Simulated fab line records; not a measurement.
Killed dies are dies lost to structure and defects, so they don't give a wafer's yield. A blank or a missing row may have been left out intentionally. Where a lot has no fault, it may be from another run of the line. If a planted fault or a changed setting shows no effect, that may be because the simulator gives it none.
Matching of chambers / flow nandHarc / rieDiel-06 running NHARC_A_STAIRCASE_TRIM_220: 4 sister chambers
The step chemistry O2, time 211.2 s. 8 wafers are shown with their chamber, then 10 later ones without.

WAFERS WITH THEIR CHAMBER
wafer=L075.2; chamber=1; showerheadPlenumPTorr (Torr)=3.80; drypumpMotorCurrentA (A)=6.4
wafer=L083.4; chamber=1; showerheadPlenumPTorr (Torr)=3.78; drypumpMotorCurrentA (A)=6.5
wafer=L087.4; chamber=3; showerheadPlenumPTorr (Torr)=3.71; drypumpMotorCurrentA (A)=6.5
wafer=L089.1; chamber=0; showerheadPlenumPTorr (Torr)=3.48; drypumpMotorCurrentA (A)=6.0
wafer=L089.2; chamber=2; showerheadPlenumPTorr (Torr)=3.58; drypumpMotorCurrentA (A)=6.4
wafer=L089.4; chamber=3; showerheadPlenumPTorr (Torr)=3.71; drypumpMotorCurrentA (A)=6.5
wafer=L090.2; chamber=0; showerheadPlenumPTorr (Torr)=3.48; drypumpMotorCurrentA (A)=6.0
wafer=L090.3; chamber=2; showerheadPlenumPTorr (Torr)=3.58; drypumpMotorCurrentA (A)=6.4

WAFERS WHOSE CHAMBER IS MISSING
wafer=L090.6; showerheadPlenumPTorr (Torr)=3.77; drypumpMotorCurrentA (A)=6.4
wafer=L091.1; showerheadPlenumPTorr (Torr)=3.48; drypumpMotorCurrentA (A)=6.0
wafer=L091.3; showerheadPlenumPTorr (Torr)=3.58; drypumpMotorCurrentA (A)=6.4
wafer=L091.4; showerheadPlenumPTorr (Torr)=3.77; drypumpMotorCurrentA (A)=6.4
wafer=L092.1; showerheadPlenumPTorr (Torr)=3.48; drypumpMotorCurrentA (A)=6.0
wafer=L092.5; showerheadPlenumPTorr (Torr)=3.48; drypumpMotorCurrentA (A)=6.0
wafer=L092.6; showerheadPlenumPTorr (Torr)=3.77; drypumpMotorCurrentA (A)=6.4
wafer=L097.1; showerheadPlenumPTorr (Torr)=3.47; drypumpMotorCurrentA (A)=6.0
wafer=L097.4; showerheadPlenumPTorr (Torr)=3.70; drypumpMotorCurrentA (A)=6.5
wafer=L097.5; showerheadPlenumPTorr (Torr)=3.47; drypumpMotorCurrentA (A)=6.0

WHICH CHAMBER EACH ONE RAN IN
wafer=L090.6; from the rows above=1; in truth=1
wafer=L091.1; from the rows above=0; in truth=0
wafer=L091.3; from the rows above=2; in truth=2
wafer=L091.4; from the rows above=1; in truth=1
wafer=L092.1; from the rows above=0; in truth=0
wafer=L092.5; from the rows above=0; in truth=0
wafer=L092.6; from the rows above=1; in truth=1
wafer=L097.1; from the rows above=0; in truth=0
wafer=L097.4; from the rows above=3; in truth=3
wafer=L097.5; from the rows above=0; in truth=0
Correct placement for 10 of the 10. From these rows, 0 cannot be placed. Placed wrongly: 0.
How it was worked out, from the rows above alone: a wafer's distance from a chamber is the root of the sum, over the readings, of the square of ((its reading less the chamber's mean) divided by the reading's scatter). The wafer belongs to the nearest chamber; if the next one is less than 2 further off, it can't be placed. The mean given for a chamber averages the wafers shown for that chamber. The scatter is the square root of a quotient: the sum, over the shown wafers, of each reading's squared deviation from its chamber's mean, divided by wafers minus chambers.
